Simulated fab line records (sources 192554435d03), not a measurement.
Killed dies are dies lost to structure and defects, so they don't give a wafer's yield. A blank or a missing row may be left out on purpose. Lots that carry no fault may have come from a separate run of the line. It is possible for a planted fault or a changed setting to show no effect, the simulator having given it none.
Chamber matching	flow n5Finfet	rieDiel-06 running N5_FIN_SAQP_ETCH_52: 4 sister chambers
The step etches SOC in N2/H2, target depth 100 nm, overetch 20 nm, time 150 s. 7 wafers are shown with their chamber, then 6 later ones without.

== WAFERS, EACH WITH ITS CHAMBER ==
wafer	chamber	drypumpMotorCurrentA (A)	throttleValvePct (%)
L290.3	0	5.3	18.18
L290.6	3	4.9	17.71
L292.1	3	4.9	17.72
L292.6	1	5.9	17.63
L293.1	2	5.4	17.88
L293.4	1	5.9	17.64
L293.6	2	5.3	17.86

== WAFERS WHOSE CHAMBER IS MISSING ==
wafer	drypumpMotorCurrentA (A)	throttleValvePct (%)
L295.1	5.0	17.72
L295.3	5.3	17.73
L295.5	5.9	17.64
L297.2	5.9	17.65
L297.4	5.3	17.91
L297.5	5.9	17.68

== THE CHAMBER EACH PASSED THROUGH ==
wafer	from the rows above	in truth
L295.1	3	3
L295.3	3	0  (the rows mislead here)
L295.5	1	1
L297.2	1	1
L297.4	2	2
L297.5	1	1
5 of 6 placed correctly. Can't be placed from these rows: 0. Placed wrongly: 1.
How it was worked out, from the rows above alone: a wafer's distance from a chamber is the root of the sum, over the readings, of the square of ((its reading less the chamber's mean) divided by the reading's scatter). The wafer belongs to the nearest chamber; if the next one is less than 2 further off, it can't be placed. For every chamber, the mean is computed from those of its wafers that are shown. The scatter: the root of (the sum of the squares of (reading less its chamber's mean) over the shown wafers, divided by (wafers less chambers)).
